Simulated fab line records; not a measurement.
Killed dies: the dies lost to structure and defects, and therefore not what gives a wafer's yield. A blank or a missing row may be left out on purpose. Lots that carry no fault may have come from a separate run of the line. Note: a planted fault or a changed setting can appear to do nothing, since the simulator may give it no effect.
Which tool was responsible?	flow nandHarc	Sampling: 12 lots, 36 wafers, 6 of 1302 route steps

WHAT THE GAUGES READ, wafer by wafer
NHARC_P_GATE_INSPECT_28. Usual: rawDefectCount reads 8 (standard deviation 4.2).
lot	measured	on	rawDefectCount	flag
L703	day 5 08:11	defectInspect-01	20 9 10	
L706	day 6 12:48	defectInspect-01	6 6 7	
L707	day 6 18:32	defectInspect-01	9 7 3	
L711	day 8 11:07	defectInspect-01	10 11 5	
L712	day 9 07:35	defectInspect-01	908 954 926 912 960 930	OFF
L713	day 9 11:58	defectInspect-01	951 901 965 937 903 965	OFF
L719	day 11 19:44	defectInspect-02	5 11 9	
L720	day 12 09:31	defectInspect-02	6 4 7	
L721	day 12 15:20	defectInspect-01	17 9 15	
L722	day 13 05:55	defectInspect-02	12 5 6	
L724	day 13 21:31	defectInspect-02	6 7 4	
L725	day 14 06:14	defectInspect-01	27 12 16	

NHARC_END_SORT_01. Usual: for defectLimitedYield, 90.9 % with a standard deviation of 2.4; for killedAtArray, 56 with a standard deviation of 17; for killedAtOther, 1.2 with a standard deviation of 1.4; for killedAtPeriphery, 4 with a standard deviation of 3.2; for killedDies, 61 with a standard deviation of 16; for killedOpen, 3.6 with a standard deviation of 2.1; for killedShort, 2.7 with a standard deviation of 1.8.
lot	measured	on	defectLimitedYield (%)	killedAtArray	killedAtOther	killedAtPeriphery	killedDies	killedOpen	killedShort	flag
L706	day 25 17:55	prober-02	90.7 92.5 92.9	58 45 40	2 2 4	3 4 4	63 51 48	2 2 4	5 2 3	
L711	day 27 17:02	prober-02	89.4 85.8 88.6	65 80 75	0 2 0	7 14 2	72 96 77	1 7 3	2 3 2	

WHAT TOOL EACH LOT RAN ON (gives the tool, then ch and the chambers of the sampled wafers, and finally the start)
lot	NHARC_P_STI_ETCH_42	NHARC_P_STI_ETCH_15	NHARC_P_GATE_HM_DEP_102	NHARC_P_GATE_ETCH_104
L703	rieDiel-11 ch 0,1,2, day 2 22:19	rieSi-06 ch 1,2, day 2 22:29	aclDep-02 ch 0, day 5 07:02	rieDiel-05 ch 0,1, day 5 08:20
L706	rieDiel-02 ch 0,1,3, day 4 01:13	rieSi-01 ch 1,3, day 4 01:25	aclDep-02 ch 0, day 6 11:20	rieDiel-05 ch 0,1,2, day 6 12:57
L707	rieDiel-01 ch 0,1,2, day 4 11:11	rieSi-01 ch 0,1,3, day 4 11:22	aclDep-03 ch 0, day 6 17:05	rieDiel-10 ch 0,1,2, day 6 18:41
L711	rieDiel-02 ch 0,1, day 6 05:18	rieSi-04 ch 2,3, day 6 05:31	aclDep-02 ch 0, day 8 09:46	rieDiel-10 ch 0,3, day 8 11:15
L712	rieDiel-02 ch 0,1,2, day 6 14:30	rieSi-01 ch 0,1,2, day 6 14:43	aclDep-03 ch 0, day 9 06:19	-
L713	rieDiel-01 ch 0,1, day 7 00:50	rieSi-01 ch 0,1, day 7 01:01	aclDep-03 ch 0, day 9 10:31	-
L719	rieDiel-11 ch 2,3, day 9 11:52	rieSi-04 ch 1,2, day 9 12:05	aclDep-03 ch 0, day 11 18:16	rieDiel-09 ch 2,3, day 11 19:53
L720	rieDiel-02 ch 1,2, day 9 21:48	rieSi-01 ch 1,2, day 9 22:02	aclDep-02 ch 0, day 12 08:16	rieDiel-05 ch 0,2,3, day 12 09:40
L721	rieDiel-11 ch 1,2,3, day 10 07:49	rieSi-06 ch 0,1, day 10 08:00	aclDep-03 ch 0, day 12 14:06	rieDiel-10 ch 1,3, day 12 15:29
L722	rieDiel-11 ch 0,1,3, day 10 22:30	rieSi-01 ch 2,3, day 10 22:41	aclDep-03 ch 0, day 13 04:33	rieDiel-10 ch 0,1, day 13 06:04
L724	rieDiel-01 ch 0,1,3, day 11 13:16	rieSi-01 ch 0,1,2, day 11 13:28	aclDep-02 ch 0, day 13 20:23	rieDiel-09 ch 0,1,3, day 13 21:40
L725	rieDiel-11 ch 1,2,3, day 12 01:32	rieSi-06 ch 0,1,2, day 12 01:43	aclDep-01 ch 0, day 14 04:47	rieDiel-10 ch 0,1,2, day 14 06:23
- NHARC_P_STI_ETCH_42: etches the open film in N2/H2, target depth 80 nm, overetch 24 nm, time 61 s.
- NHARC_P_STI_ETCH_15: etches the open film in HBr/Cl2, target depth 300 nm, time 100.1 s.
- NHARC_P_GATE_HM_DEP_102: deposits aC, target thk 120 nm.
- NHARC_P_GATE_ETCH_104: etches the open film in CF4/CHF3, target depth 60 nm.

AS READ BY THE TOOLS THEMSELVES (means over the sampled wafers that have a number; for cases with no such wafer, the mark the record gives instead)
NHARC_P_STI_ETCH_42. Usual: drypumpMotorCurrentA 5.6 A, standard deviation 0.37; oesProductAu 1.000 a.u., standard deviation 0.015; rfVppV 430.5 V, standard deviation 2.4; showerheadPlenumPTorr 2.04 Torr, standard deviation 0.08; throttleValvePct 14.172 %, standard deviation 0.0092.
lot	tool	drypumpMotorCurrentA (A)	oesProductAu (a.u.)	rfVppV (V)	showerheadPlenumPTorr (Torr)	throttleValvePct (%)	flag
L703	rieDiel-11	5.7	1.002	430.0	2.05	14.181	
L706	rieDiel-02	5.7	0.991	428.0	2.02	14.182	
L707	rieDiel-01	5.7	1.000	429.0	1.99	14.170	
L711	rieDiel-02	5.7	0.990	427.9	1.93	14.170	
L712	rieDiel-02	5.6	0.985	430.2	2.01	14.176	
L713	rieDiel-01	6.0	1.027	428.9	2.00	14.174	
L719	rieDiel-11	5.3	0.988	429.0	2.00	14.162	
L720	rieDiel-02	5.9	1.003	429.3	1.98	14.172	
L721	rieDiel-11	5.6	0.993	429.4	2.01	14.170	
L722	rieDiel-11	5.7	1.000	430.2	2.02	14.171	
L724	rieDiel-01	5.7	1.020	431.6	2.06	14.167	
L725	rieDiel-11	5.6	0.989	429.3	2.01	14.169	

NHARC_P_STI_ETCH_15. Usual: drypumpMotorCurrentA 5.5 A, standard deviation 0.33; oesProductAu 0.998 a.u., standard deviation 0.011; throttleValvePct 26.403 %, standard deviation 0.0093.
lot	tool	drypumpMotorCurrentA (A)	oesProductAu (a.u.)	throttleValvePct (%)	flag
L703	rieSi-06	5.7	0.993	26.404	
L706	rieSi-01	5.8	0.996	26.400	
L707	rieSi-01	5.8	0.996	26.400	
L711	rieSi-04	5.6	0.999	26.398	
L712	rieSi-01	5.6	1.002	26.405	
L713	rieSi-01	5.6	0.987	26.400	
L719	rieSi-04	5.6	0.994	26.413	
L720	rieSi-01	5.6	0.984	26.411	
L721	rieSi-06	5.7	0.998	26.401	
L722	rieSi-01	6.1	1.005	26.399	
L724	rieSi-01	5.6	1.000	26.409	
L725	rieSi-06	5.4	0.998	26.392	

NHARC_P_GATE_HM_DEP_102. Usual: throttleValvePct reads 34.999 % (standard deviation 0.0094).
lot	tool	throttleValvePct (%)	flag
L703	aclDep-02	35.011	
L706	aclDep-02	35.008	
L707	aclDep-03	35.009	
L711	aclDep-02	35.002	
L712	aclDep-03	34.999	
L713	aclDep-03	35.001	
L719	aclDep-03	34.999	
L720	aclDep-02	34.989	
L721	aclDep-03	34.998	
L722	aclDep-03	35.000	
L724	aclDep-02	35.004	
L725	aclDep-01	34.996	

NHARC_P_GATE_ETCH_104. Usual: drypumpMotorCurrentA 5.5 A, standard deviation 0.55; oesProductAu 0.958 a.u., standard deviation 0.024; rfVppV 370.6 V, standard deviation 1.9; showerheadPlenumPTorr 1.57 Torr, standard deviation 0.049; throttleValvePct 16.802 %, standard deviation 0.0098.
lot	tool	drypumpMotorCurrentA (A)	oesProductAu (a.u.)	rfVppV (V)	showerheadPlenumPTorr (Torr)	throttleValvePct (%)	flag
L703	rieDiel-05	6.1	0.976	370.0	1.57	16.804	
L706	rieDiel-05	6.0	0.977	372.1	1.60	16.802	
L707	rieDiel-10	5.1	0.971	370.2	1.56	16.796	
L711	rieDiel-10	5.3	0.977	369.2	1.52	16.798	
L719	rieDiel-09	5.4	0.963	369.4	1.52	16.805	
L720	rieDiel-05	6.3	0.961	370.2	1.57	16.803	
L721	rieDiel-10	5.0	0.918	371.0	1.57	16.792	
L722	rieDiel-10	5.0	0.963	369.8	1.53	16.799	
L724	rieDiel-09	5.4	0.982	371.4	1.57	16.791	
L725	rieDiel-10	5.1	0.976	370.1	1.56	16.800	

THE ANSWER, worked out from the rows above alone
Rule: lot off if the mean of its wafers having a number is beyond 3 standard deviations from the usual mean. A lot without any number at a reading at which 4 lots or more have one is off too. All remaining lots with rows at the step are treated as sound. The gauges are gone through in route order, then the tools' own readings, and for those a lot's mean is taken as printed above. The first step at which some lot is off is used, and at that step the reading that is off furthest; a lot without a number counts as furthest.
Off: L712, L713, at NHARC_P_GATE_INSPECT_28 (rawDefectCount).
A tool fits if, at a process step before that reading, it ran every lot that is off, and no sound lot after the first of them. Gauges at NHARC_P_GATE_INSPECT_28: tried the same way as those tools. None of those tried fits.

WHAT WAS PUT IN BY THE SIMULATOR
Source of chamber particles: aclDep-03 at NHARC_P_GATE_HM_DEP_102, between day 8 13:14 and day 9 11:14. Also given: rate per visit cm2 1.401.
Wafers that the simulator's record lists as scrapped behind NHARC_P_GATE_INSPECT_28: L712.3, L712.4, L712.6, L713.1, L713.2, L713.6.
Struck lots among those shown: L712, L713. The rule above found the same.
